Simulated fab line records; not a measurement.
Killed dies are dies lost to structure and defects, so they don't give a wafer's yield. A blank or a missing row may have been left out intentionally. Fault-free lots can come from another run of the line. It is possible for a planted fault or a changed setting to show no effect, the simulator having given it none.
Matching of chambers -- flow n5 finfet -- N5_BEOL_M2_ILD_DEP_00 on pecvd-03 has 3 sister chambers
The step deposits SiOC from DEMS/O2, target thk 79 nm, time 15.3 s. 16 wafers are shown with their chamber, then 8 later ones without.

EACH WAFER AND ITS CHAMBER
wafer,chamber,throttle valve pct (%),heater power w (W),heater power outer w (W)
L075.1,2,12.3,456,218
L075.2,1,12.6,508,272
L075.4,1,12.8,510,271
L076.2,0,11.5,514,259
L076.3,1,12.6,429,214
L076.5,0,11.6,523,260
L083.2,0,11.3,598,307
L083.4,2,12.1,483,229
L083.6,1,12.7,469,243
L084.1,0,11.7,592,299
L084.4,1,12.5,515,283
L084.6,2,12.5,505,248
L085.2,0,11.5,596,294
L085.3,2,12.6,499,254
L085.6,1,12.5,449,234
L089.3,2,10.8,471,248

SIGNATURES (averages over the wafers above)
reading,chamber 0,chamber 1,chamber 2,scatter within a chamber
throttle valve pct,11.520,12.617,12.060,0.42
heater power w,564.60,480.00,482.80,34.4
heater power outer w,283.80,252.83,239.40,22.4
Rule: distance of a wafer from a chamber = root of the sum over the readings of ((wafer's reading minus chamber's mean) / reading's scatter) squared. If the next closest chamber is less than 2 further off than the closest, the wafer can't be placed; otherwise it belongs to the closest. The scatter: take each reading less its chamber's mean, square it, sum over the shown wafers, divide by the number of wafers less the number of chambers, and take the root.

WAFERS MISSING THEIR CHAMBER
wafer,throttle valve pct (%),heater power w (W),heater power outer w (W)
L089.4,12.6,519,271
L089.5,11.5,573,302
L091.1,12.5,497,267
L091.2,11.6,501,246
L091.4,11.0,398,179
L095.2,12.7,514,270
L095.3,10.8,448,224
L095.4,12.5,525,280

EACH ONE'S CHAMBER
wafer,from the rows above,in truth
L089.4,can't be placed: 1 or 2 or 0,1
L089.5,0,0
L091.1,can't be placed: 1 or 2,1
L091.2,can't be placed: 2 or 0 or 1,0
L091.4,can't be placed: 2 or 1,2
L095.2,can't be placed: 1 or 2 or 0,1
L095.3,can't be placed: 2 or 1 or 0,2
L095.4,can't be placed: 1 or 2 or 0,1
1 of 8 placed correctly. Not placeable from these rows: 7 (in 7, the candidates include the true chamber). 0 placed wrongly.
